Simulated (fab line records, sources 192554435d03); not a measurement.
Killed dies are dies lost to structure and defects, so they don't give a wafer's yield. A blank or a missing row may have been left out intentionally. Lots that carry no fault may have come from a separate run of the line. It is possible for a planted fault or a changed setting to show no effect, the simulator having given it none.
fab line records    flow n5Finfet
record: lots: 4  wafers: 12  lastDay: 17
route steps=1938 shown BEOL_M4@1099 BEOL_M5@1112 MIM_TOP@1838 PASSIVATION@1936
lots that met no fault: from a run of the same line without faults
startH: the number of hours between the record's first day and the start of the first shown wafer of the lot    waitH: how many hours have passed since the lot's step before this one    " the same as in the row above    L1.1+2: a row that stands for several wafers    - no value, or no start given    * or withheld: withheld    < > ~ a bound
route shown NAME@n: names a module that has steps shown in the file, with the first one's number in the route    usual: mean and standard deviation over wafers with no fault    same: alike in all rows    chamber/n: place in a boat    sites: readings site by site    _std_site: the values' standard deviation    _edge_site: outer sites' mean less inner sites'    radiusMm: for every site, how far away it sits from the centre of the wafer    mask NAME#n: copy n    behind: the last tool/chamber to shape the wafer    hold: what put the lot on hold/how long, in hours/how the hold closed    device: whichever transistor did not switch (one of n, p or np)    end of line: tests of these same wafers at the route's end    for a step that has no rows: nothing shown but its recipe    killed: dies that structure and defects cost at the first sort, which is not the same as the wafer's yield    map: per-die view of a wafer (x killed, . not killed, _ where there is no die)
set.NAME: setting as actually run; set.NAME@STEP: the setting as run at that earlier step    model.NAME: the simulator's own value behind a step, which no gauge read
a table for each step, a row for each wafer; lots at some steps of the route
== steps ==
step: N5_BEOL_M4_ANNEAL_95
recipe: tempC: 400  timeS: 240  ambient: vacuum
step: N5_BEOL_M4_SPUTTER_96
recipe: material: Cu  targetThkA: 45  tempC: -20  chamberPressurePa: 0.07  powerW: withheld  timeS: 8.29
step: N5_BEOL_M4_ECD_50
recipe: material: Cu  targetThkA: 3000
step: N5_BEOL_M4_ANNEAL_51
recipe: tempC: 225  timeS: 90  ambient: N2
step: N5_BEOL_M4_CMP_52
recipe: stopOn: SiOC  tOverpolishS: 6.8  downForcePsi: 1  platenRpm: 50  clearingPlatenDownForcePsi: 1.5  clearingPlatenRpm: 50  postCmpClean: cuAlkaline  targetThkNm: 40  clearingPlatenPadVelocityMS: 0.99484  padVelocityMS: 0.99484
step: N5_BEOL_M4_PRE_CLEAN_60
recipe: gas: NH3/H2  timeS: 15  tempC: *  rfPowerW: 300
step: N5_BEOL_M4_CO_CAP_55
recipe: material: Co  targetThkA: 20  tempC: 200  precursor: CCTBA/H2  pressureTorr: 30  timeS: 102.1
step: N5_BEOL_M4_PRE_CLEAN_56
recipe: gas: NH3  timeS: 15  tempC: withheld  rfPowerW: 300
step: N5_BEOL_M4_DEP_57
recipe: material: SiCN  targetThkA: 80  tempC: withheld  precursor: 3MS/NH3  pressureTorr: 3  rfW: 202  timeS: 14
step: N5_BEOL_M4_RC_MEAS_101
usual: DIBL_N: 35.8/2.2  DIBL_P: 35.3/2.7  IOFF_N: 0.16/0.043  IOFF_P: 0.21/0.043  ION_N: 676/15  ION_P: 463/9.1  SS_N: 71.4/0.77  SS_P: 73.0/0.79  VT_N: 250/4  VT_P: -249.8/2.8
lot.wafer  tool       chamber  startH  waitH  DIBL_N[mV/V]  DIBL_P[mV/V]  IOFF_N[nA/um]  IOFF_P[nA/um]  ION_N[uA/um]  ION_P[uA/um]  SS_N[mV/dec]  SS_P[mV/dec]  VT_N[mV]  VT_P[mV]
L348.1     prober-02  0        231.75  0.0    38.2          36.5          0.17           0.21           680           459           72.0          73.0          249       -250.7
L348.3     "          0        "       "      33.6          32.2          0.11           0.16           671           461           70.2          71.8          250       -253.1
L348.6     "          0        "       "      38.7          38.1          0.18           0.24           681           468           71.8          73.6          247       -248.2
L353.1     prober-01  0        262.35  0.0    37.3          36.7          0.20           0.25           697           471           71.7          73.8          246       -248.5
L353.2     "          0        "       "      40.0          38.6          0.24           0.28           671           456           73.6          74.4          248       -246.2
L353.5     "          0        "       "      41.0          42.9          0.32           0.38           720           480           73.0          74.9          239       -241.7
L356.3     prober-02  0        268.03  0.3    38.3          37.9          0.20           0.27           681           475           71.5          73.3          247       -245.6
L356.5     "          0        "       "      36.0          34.2          0.15           0.21           672           469           71.2          73.6          249       -249.8
L356.6     "          0        "       "      35.2          35.0          0.15           0.22           675           473           71.2          73.0          250       -246.7
L359.3     prober-01  0        294.46  0.3    35.7          35.3          0.15           0.19           662           453           72.0          73.1          249       -250.8
L359.4     "          0        "       "      41.0          42.9          0.29           0.33           709           482           73.2          75.2          240       -245.0
L359.6     "          0        "       "      36.2          37.7          0.17           0.23           698           475           71.3          73.4          249       -249.8
step: N5_BEOL_M5_ILD_DEP_00
recipe: material: SiCOH_lowk  targetThkA: 1406.4  tempC: 300  precursor: DEMS/porogen  pressureTorr: 5  rfW: 500  timeS: 25.9
step: N5_BEOL_M5_CURE_79
recipe: tempC: 385  timeS: 240  ambient: He/Ar  material: SiCOH_lowk
step: N5_BEOL_M5_PECVD_70
recipe: material: SiO2  targetThkA: 160  tempC: 400  precursor: TEOS/O2  pressureTorr: 5.5  rfW: 450  teosFlowSccm: 53.8  gas: O2  flowSccm: 3000  timeS: 18
step: N5_BEOL_M5_HM_DEP_02
recipe: material: TiN  targetThkA: 200  tempC: 25  chamberPressurePa: 0.49996
step: N5_BEOL_M5_COAT_59
recipe: resist: SOC  tempC: 250  timeS: 60  spinRpm: 1500  resistThkNm: 60
step: N5_BEOL_M5_COAT_60
recipe: resist: SiARC  tempC: 220  timeS: 60  spinRpm: 1500  resistThkNm: 12
step: N5_BEOL_M5_COAT_71
recipe: resist: underlayer  tempC: 205  timeS: 60  spinRpm: 1500  resistThkNm: 5
step: N5_BEOL_M5_COAT_05
recipe: resist: CAR-EUV  spinRpm: 1500  resistThkNm: 30
step: N5_BEOL_M5_EBR_07
recipe: solvent: PGMEA  ebrWidthMm: 1.5
step: N5_BEOL_M5_SOFTBAKE_06
recipe: tempC: 110  timeS: 60  resist: CAR-EUV
step: N5_BEOL_M5_EXPOSE_08
recipe: maskId: M5  na: 0.33  sourceShape: annular  sigmaInner: 0.4  sigmaOuter: 0.8  polarization: unpolarized  targetCdNm: 28  doseMj: 35.75
step: N5_BEOL_M5_PEB_09
recipe: pebTempC: 100  pebTimeS: 60  resist: CAR-EUV
step: N5_BEOL_M5_DEVELOP_10
recipe: developTimeS: 30  developer: TMAH  resist: CAR-EUV  rinseLiquid: surfactantRinse  dry: airSpin  devTempC: 23
step: N5_BEOL_M5_DESCUM_16
recipe: chemistry: O2  timeS: 7  sourcePowerW: 50  biasPowerW: 20  pressureMtorr: 20  rfFrequencyHz: 2.712e+07  tempC: 40  resist: CAR-EUV  o2FlowSccm: 225
step: N5_BEOL_M5_ETCH_72
recipe: chemistry: N2/H2  target: underlayer  targetDepthA: 65  maskMaterial: CAR-EUV  timeS: 5.2  ionEnergyEv: 200  pressureMtorr: 30  sourceW: 840  biasW: 150  n2FlowSccm: 200  h2FlowSccm: 200  ends: cleared
step: N5_BEOL_M5_ETCH_61
recipe: chemistry: CF4  target: SiARC  targetDepthA: 156  maskMaterial: CAR-EUV  timeS: 26  ionEnergyEv: 80  pressureMtorr: 40  sourceW: 545  biasW: 36  Ar_flow_sccm: 100  cf4FlowSccm: 100  ends: cleared
step: N5_BEOL_M5_ETCH_62
recipe: chemistry: N2/H2  target: SOC  targetDepthA: 750  overetchA: 150  maskMaterial: SiARC  tempC: 40  timeS: 112.5  ionEnergyEv: 200  pressureMtorr: 30  sourceW: 840  biasW: 150  n2FlowSccm: 200  h2FlowSccm: 200
step: N5_BEOL_M5_STRIP_63
recipe: chemistry: N2/H2  tempC: 40  n2FlowSccm: 200  h2FlowSccm: 200  rfFrequencyHz: 6e+07
step: N5_BEOL_M5_STRIP_73
recipe: chemistry: N2/H2  tempC: 40  n2FlowSccm: 200  h2FlowSccm: 200  rfFrequencyHz: 6e+07
step: N5_BEOL_M5_STRIP_64
recipe: chemistry: CF4  resist: SiARC  powerW: 300  biasPowerW: 75  pressureMtorr: 50  cf4FlowSccm: 150  rfFrequencyHz: 6e+07
step: N5_BEOL_M5_HM_OPEN_17
recipe: chemistry: Cl2/BCl3  targetDepthA: 200  overetchA: 60  target: TiN  maskMaterial: SOC  ionEnergyEv: 150  pressureMtorr: 10  icpW: 1000  biasW: 126  Cl2_flow_sccm: 53.25  bcl3FlowSccm: 21.75  Ar_flow_sccm: 25
step: N5_BEOL_M5_STRIP_19
recipe: chemistry: O2  powerW: 400  tempC: 40  pressureMtorr: 30  rfFrequencyHz: 6e+07  biasPowerW: 0  overashFraction: 0.2  o2FlowSccm: 225
step: N5_BEOL_M5_COAT_65
recipe: resist: SOC  tempC: 250  timeS: 60  spinRpm: 1500  resistThkNm: 60
step: N5_BEOL_M5_COAT_66
recipe: resist: SiARC  tempC: 220  timeS: 60  spinRpm: 1500  resistThkNm: 12
step: N5_MIM_TOP_SPUTTER_03
recipe: material: TiN  targetThkA: 350  tempC: 200  powerW: 3000  chamberPressurePa: 0.49996  gas: Ar  reactivePartialPa: 0.37997  timeS: 89.7
usual: cathodeDcPowerW: 3000.0/0.58  throttleValvePct: 30.1/0.96
lot.wafer  tool           chamber  startH  waitH  cathodeDcPowerW  throttleValvePct  model.TiN_of_MIM_TOP_SPUTTER_03.thkNm
L348.1     pvdSputter-03  -        331.54  0.0    2999.8           30.4              35.2
L348.3     "              -        "       "      3000.3           31.0              35
L348.6     "              -        "       "      3000.2           30.7              34.8
L353.1     pvdSputter-03  -        377.43  0.0    3801.7           30.2              44
L353.2     "              -        "       "      3800.7           30.0              44.4
L353.5     "              -        "       "      3802.1           30.0              44.2
L356.3     pvdSputter-03  -        383.82  0.0    3801.0           30.9              44.2
L356.5     "              -        "       "      3801.3           30.2              44.4
L356.6     "              -        "       "      3799.6           31.0              44
L359.3     pvdSputter-01  -        398.70  0.0    3000.7           30.2              35.4
L359.4     "              -        "       "      3000.2           30.1              35
L359.6     "              -        "       "      2999.5           30.5              35.4
step: N5_PASSIVATION_PROBE_49
usual: defectLimitedYield: 91.1/1.4  killed_at_M0_to_M3: 34/11  killed_at_M4_up: 14/5.6  killedAtContacts: 13/5.9  killedAtFrontEnd: 40/11  killedAtOther: 4/3.1  killedDies: 105/16  killedOnRim: 14/4.2  killedOpen: 68/11  killedShort: 34/8.4  sort_bin_4_leakage: 0.01/0.11  sort_bin_5_function: 5.2/0.86  sort_bin_6_memory: 3.2/0.7  sortNPass: 1074/21  sortYieldPct: 91.0/1.8
same: grossDies: 1180  killedAtBackSide: 0  sort_bin_8_speed[%]: 0
lot.wafer  tool       chamber  startH  waitH  defectLimitedYield[%]  killed_at_M0_to_M3  killed_at_M4_up  killedAtContacts  killedAtFrontEnd  killedAtOther  killedDies  killedOnRim  killedOpen  killedShort  sort_bin_4_leakage[%]  sort_bin_5_function[%]  sort_bin_6_memory[%]  sortNPass  sortYieldPct[%]
L348.1     prober-02  -        344.63  0.5    92.5                   36                  22               11                18                2              89          8            70          18           0                      4.3                     2.9                   1091       92.5
L348.3     prober-02  -        344.73  0.6    90.0                   53                  21               9                 32                3              118         18           56          61           0                      6.2                     3.4                   1062       90.0
L348.6     prober-02  -        344.88  0.8    90.8                   43                  19               16                27                4              109         17           77          27           0                      5.6                     3.5                   1071       90.8
L353.1     prober-01  -        389.25  0.0    0                      41                  16               17                35                1071           1180        152          79          34           0                      5.7                     3.7                   0          0
L353.2     prober-01  -        389.30  0.1    0                      39                  9                18                44                1070           1180        152          77          36           0                      6.7                     2.5                   0          0
L353.5     prober-01  -        389.45  0.2    0                      39                  19               15                51                1056           1180        152          88          41           0                      7.0                     3.6                   0          0
L356.3     prober-02  -        394.25  0.1    0                      16                  7                15                52                1090           1180        152          57          33           0                      4.5                     3.0                   0          0
L356.5     prober-02  -        394.35  0.2    0                      24                  8                22                35                1091           1180        152          67          21           0                      4.2                     3.2                   0          0
L356.6     prober-02  -        394.40  0.3    0                      16                  6                18                57                1083           1180        152          62          41           0                      5.0                     3.2                   0          0
L359.3     prober-02  -        412.88  0.1    90.6                   51                  9                22                29                0              111         11           82          29           0                      5.8                     3.3                   1069       90.6
L359.4     prober-02  -        412.93  0.2    93.1                   35                  10               10                26                1              82          10           49          33           0.34                   4.8                     1.8                   1094       92.7
L359.6     prober-02  -        413.03  0.3    87.5                   64                  14               18                50                2              148         18           83          63           0                      6.2                     5.8                   1032       87.5
killed by level:class
L348.1 BEOL_M4:geometricParticle:open=14 BEOL_M0_SAQP:geometricParticle:open=11 MOL_CONTACT_COAG:geometricParticle:open=10 BEOL_M2:geometricParticle:open=6 BEOL_M0:geometricParticle:open=5 BEOL_M1:geometricParticle:open=5 FIN_SAQP:geometricParticle:open=4 BEOL_M0_SAQP:geometricParticle:short=4
L348.3 BEOL_M0_SAQP:geometricParticle:short=23 BEOL_M0_SAQP:geometricParticle:open=12 BEOL_M2:geometricParticle:short=8 STI_FIN_REVEAL:geometricParticle:open=8 BEOL_M4:geometricParticle:open=7 MOL_CONTACT_COAG:geometricParticle:open=6 FIN_SAQP:geometricParticle:short=5 BEOL_M1:geometricParticle:open=4
L348.6 MOL_CONTACT_COAG:geometricParticle:open=14 BEOL_M0_SAQP:geometricParticle:open=11 BEOL_M0_SAQP:geometricParticle:short=10 BEOL_M2:geometricParticle:open=8 STARTING-WAFER:geometricParticle:open=6 BEOL_M1:geometricParticle:open=6 STI_FIN_REVEAL:geometricParticle:open=5 BEOL_M3:geometricParticle:open=5
L353.1 MIM_TOP:areaSputter=1066 MOL_CONTACT_COAG:geometricParticle:open=15 BEOL_M0_SAQP:geometricParticle:open=14 BEOL_M1:geometricParticle:open=9 FIN_SAQP:geometricParticle:short=8 BEOL_M4:geometricParticle:open=8 BEOL_M0_SAQP:geometricParticle:short=7 DUMMY_GATE:geometricParticle:open=5
L353.2 MIM_TOP:areaSputter=1066 MOL_CONTACT_COAG:geometricParticle:open=17 STI_FIN_REVEAL:geometricParticle:open=11 BEOL_M0_SAQP:geometricParticle:open=10 BEOL_M0:geometricParticle:open=10 FIN_SAQP:geometricParticle:short=9 BEOL_M0_SAQP:geometricParticle:short=8 BEOL_M4:geometricParticle:open=7
L353.5 MIM_TOP:areaSputter=1050 STI_FIN_REVEAL:geometricParticle:open=16 MOL_CONTACT_COAG:geometricParticle:open=12 BEOL_M4:geometricParticle:open=12 BEOL_M0_SAQP:geometricParticle:open=11 BEOL_M0_SAQP:geometricParticle:short=11 DUMMY_GATE:geometricParticle:open=9 BEOL_M1:geometricParticle:open=7
L356.3 MIM_TOP:areaSputter=1089 DUMMY_GATE:geometricParticle:open=13 MOL_CONTACT_COAG:geometricParticle:open=12 FIN_SAQP:geometricParticle:short=10 FIN_SAQP:geometricParticle:open=10 STI_FIN_REVEAL:geometricParticle:open=4 BEOL_M0_SAQP:geometricParticle:short=4 BEOL_M2:geometricParticle:open=3
L356.5 MIM_TOP:areaSputter=1091 MOL_CONTACT_COAG:geometricParticle:open=21 BEOL_M1:geometricParticle:open=8 STI_FIN_REVEAL:geometricParticle:open=6 FIN_SAQP:geometricParticle:open=5 DUMMY_GATE:geometricParticle:open=5 GATE_CUT:geometricParticle:short=5 BEOL_M3:geometricParticle:open=4
L356.6 MIM_TOP:areaSputter=1076 MOL_CONTACT_COAG:geometricParticle:open=14 FIN_SAQP:geometricParticle:short=12 STI_FIN_REVEAL:geometricParticle:open=11 DUMMY_GATE:geometricParticle:open=10 FIN_SAQP:geometricParticle:open=9 GATE_CUT:geometricParticle:short=5 MOL_CONTACT_COAG:geometricParticle:short=4
L359.3 BEOL_M3:geometricParticle:open=17 MOL_CONTACT_COAG:geometricParticle:open=16 BEOL_M0_SAQP:geometricParticle:open=11 BEOL_M0_SAQP:geometricParticle:short=8 FIN_SAQP:geometricParticle:open=7 MOL_CONTACT_COAG:geometricParticle:short=6 BEOL_M1:geometricParticle:open=6 BEOL_M4:geometricParticle:open=6
L359.4 BEOL_M0_SAQP:geometricParticle:open=10 MOL_CONTACT_COAG:geometricParticle:open=8 BEOL_M2:geometricParticle:open=7 FIN_SAQP:geometricParticle:short=5 BEOL_M2:geometricParticle:short=5 BEOL_M3:geometricParticle:open=5 STARTING-WAFER:geometricParticle:short=4 FIN_SAQP:geometricParticle:open=3
L359.6 BEOL_M0_SAQP:geometricParticle:short=24 BEOL_M0_SAQP:geometricParticle:open=16 MOL_CONTACT_COAG:geometricParticle:open=15 GATE_CUT:geometricParticle:short=9 BEOL_M3:geometricParticle:open=8 FIN_SAQP:geometricParticle:short=7 DUMMY_GATE:geometricParticle:open=6 ILD0:geometricParticle:open=6
map L353.1 (x killed, . not)
_________________xxxxxxxxxxxx________________
______________xxxxxxxxxxxxxxxxxx_____________
___________xxxxxxxxxxxxxxxxxxxxxxxx__________
__________xxxxxxxxxxxxxxxxxxxxxxxxxx_________
________xxxxxxxxxxxxxxxxxxxxxxxxxxxxxx_______
_______xxxxxxxxxxxxxxxxxxxxxxxxxxxxxxxx______
______xxxxxxxxxxxxxxxxxxxxxxxxxxxxxxxxxx_____
_____xxxxxxxxxxxxxxxxxxxxxxxxxxxxxxxxxxxx____
____xxxxxxxxxxxxxxxxxxxxxxxxxxxxxxxxxxxxxx___
___xxxxxxxxxxxxxxxxxxxxxxxxxxxxxxxxxxxxxxxx__
___xxxxxxxxxxxxxxxxxxxxxxxxxxxxxxxxxxxxxxxx__
__xxxxxxxxxxxxxxxxxxxxxxxxxxxxxxxxxxxxxxxxxx_
__xxxxxxxxxxxxxxxxxxxxxxxxxxxxxxxxxxxxxxxxxx_
_xxxxxxxxxxxxxxxxxxxxxxxxxxxxxxxxxxxxxxxxxxxx
_xxxxxxxxxxxxxxxxxxxxxxxxxxxxxxxxxxxxxxxxxxxx
_xxxxxxxxxxxxxxxxxxxxxxxxxxxxxxxxxxxxxxxxxxxx
_xxxxxxxxxxxxxxxxxxxxxxxxxxxxxxxxxxxxxxxxxxxx
_xxxxxxxxxxxxxxxxxxxxxxxxxxxxxxxxxxxxxxxxxxxx
_xxxxxxxxxxxxxxxxxxxxxxxxxxxxxxxxxxxxxxxxxxxx
_xxxxxxxxxxxxxxxxxxxxxxxxxxxxxxxxxxxxxxxxxxxx
_xxxxxxxxxxxxxxxxxxxxxxxxxxxxxxxxxxxxxxxxxxxx
__xxxxxxxxxxxxxxxxxxxxxxxxxxxxxxxxxxxxxxxxxx_
__xxxxxxxxxxxxxxxxxxxxxxxxxxxxxxxxxxxxxxxxxx_
___xxxxxxxxxxxxxxxxxxxxxxxxxxxxxxxxxxxxxxxx__
___xxxxxxxxxxxxxxxxxxxxxxxxxxxxxxxxxxxxxxxx__
____xxxxxxxxxxxxxxxxxxxxxxxxxxxxxxxxxxxxxx___
_____xxxxxxxxxxxxxxxxxxxxxxxxxxxxxxxxxxxx____
______xxxxxxxxxxxxxxxxxxxxxxxxxxxxxxxxxx_____
_______xxxxxxxxxxxxxxxxxxxxxxxxxxxxxxxx______
________xxxxxxxxxxxxxxxxxxxxxxxxxxxxxx_______
__________xxxxxxxxxxxxxxxxxxxxxxxxxx_________
___________xxxxxxxxxxxxxxxxxxxxxxxx__________
______________xxxxxxxxxxxxxxxxxx_____________
_________________xxxxxxxxxxxx________________
map L356.3 (x killed, . not)
_________________xxxxxxxxxxxx________________
______________xxxxxxxxxxxxxxxxxx_____________
___________xxxxxxxxxxxxxxxxxxxxxxxx__________
__________xxxxxxxxxxxxxxxxxxxxxxxxxx_________
________xxxxxxxxxxxxxxxxxxxxxxxxxxxxxx_______
_______xxxxxxxxxxxxxxxxxxxxxxxxxxxxxxxx______
______xxxxxxxxxxxxxxxxxxxxxxxxxxxxxxxxxx_____
_____xxxxxxxxxxxxxxxxxxxxxxxxxxxxxxxxxxxx____
____xxxxxxxxxxxxxxxxxxxxxxxxxxxxxxxxxxxxxx___
___xxxxxxxxxxxxxxxxxxxxxxxxxxxxxxxxxxxxxxxx__
___xxxxxxxxxxxxxxxxxxxxxxxxxxxxxxxxxxxxxxxx__
__xxxxxxxxxxxxxxxxxxxxxxxxxxxxxxxxxxxxxxxxxx_
__xxxxxxxxxxxxxxxxxxxxxxxxxxxxxxxxxxxxxxxxxx_
_xxxxxxxxxxxxxxxxxxxxxxxxxxxxxxxxxxxxxxxxxxxx
_xxxxxxxxxxxxxxxxxxxxxxxxxxxxxxxxxxxxxxxxxxxx
_xxxxxxxxxxxxxxxxxxxxxxxxxxxxxxxxxxxxxxxxxxxx
_xxxxxxxxxxxxxxxxxxxxxxxxxxxxxxxxxxxxxxxxxxxx
_xxxxxxxxxxxxxxxxxxxxxxxxxxxxxxxxxxxxxxxxxxxx
_xxxxxxxxxxxxxxxxxxxxxxxxxxxxxxxxxxxxxxxxxxxx
_xxxxxxxxxxxxxxxxxxxxxxxxxxxxxxxxxxxxxxxxxxxx
_xxxxxxxxxxxxxxxxxxxxxxxxxxxxxxxxxxxxxxxxxxxx
__xxxxxxxxxxxxxxxxxxxxxxxxxxxxxxxxxxxxxxxxxx_
__xxxxxxxxxxxxxxxxxxxxxxxxxxxxxxxxxxxxxxxxxx_
___xxxxxxxxxxxxxxxxxxxxxxxxxxxxxxxxxxxxxxxx__
___xxxxxxxxxxxxxxxxxxxxxxxxxxxxxxxxxxxxxxxx__
____xxxxxxxxxxxxxxxxxxxxxxxxxxxxxxxxxxxxxx___
_____xxxxxxxxxxxxxxxxxxxxxxxxxxxxxxxxxxxx____
______xxxxxxxxxxxxxxxxxxxxxxxxxxxxxxxxxx_____
_______xxxxxxxxxxxxxxxxxxxxxxxxxxxxxxxx______
________xxxxxxxxxxxxxxxxxxxxxxxxxxxxxx_______
__________xxxxxxxxxxxxxxxxxxxxxxxxxx_________
___________xxxxxxxxxxxxxxxxxxxxxxxx__________
______________xxxxxxxxxxxxxxxxxx_____________
_________________xxxxxxxxxxxx________________
== key ==
firstSign: step: N5_MIM_TOP_SPUTTER_03  reading: cathodeDcPowerW  direction: up  sigmas: 99+  usual: *  struck: *
effect: step: N5_PASSIVATION_PROBE_49  reading: killedAtOther  direction: up  sigmas: 99+  usual: 4  struck: 1077
modelEffect: step: N5_MIM_TOP_SPUTTER_03  value: TiN_of_MIM_TOP_SPUTTER_03.thkNm  without: 34.87  struck: 44.2
moreKillsBornAt: N5_MIM_TOP_SPUTTER_03@pvdSputter-03: 6438
metAt N5_MIM_TOP_SPUTTER_03
struckWafers L353.1,L353.2,L353.5,L356.3,L356.5,L356.6
laterRowsLeftOut L353.1,L353.2,L353.5,L356.3,L356.5,L356.6
onsetBetween 331.54 377.43
fault: kind: processParameterDrift  tool: pvdSputter-03  chamber: -  onsetH: 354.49  steps: N5_MIM_TOP_SPUTTER_03  channel: powerW  offset: *  shape: step  endH: 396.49  actsIn: *  stated: *
laterRowsLeftOut: the simulator's readings of these wafers behind a module that went badly wrong aren't trusted and aren't shown, but for the sort
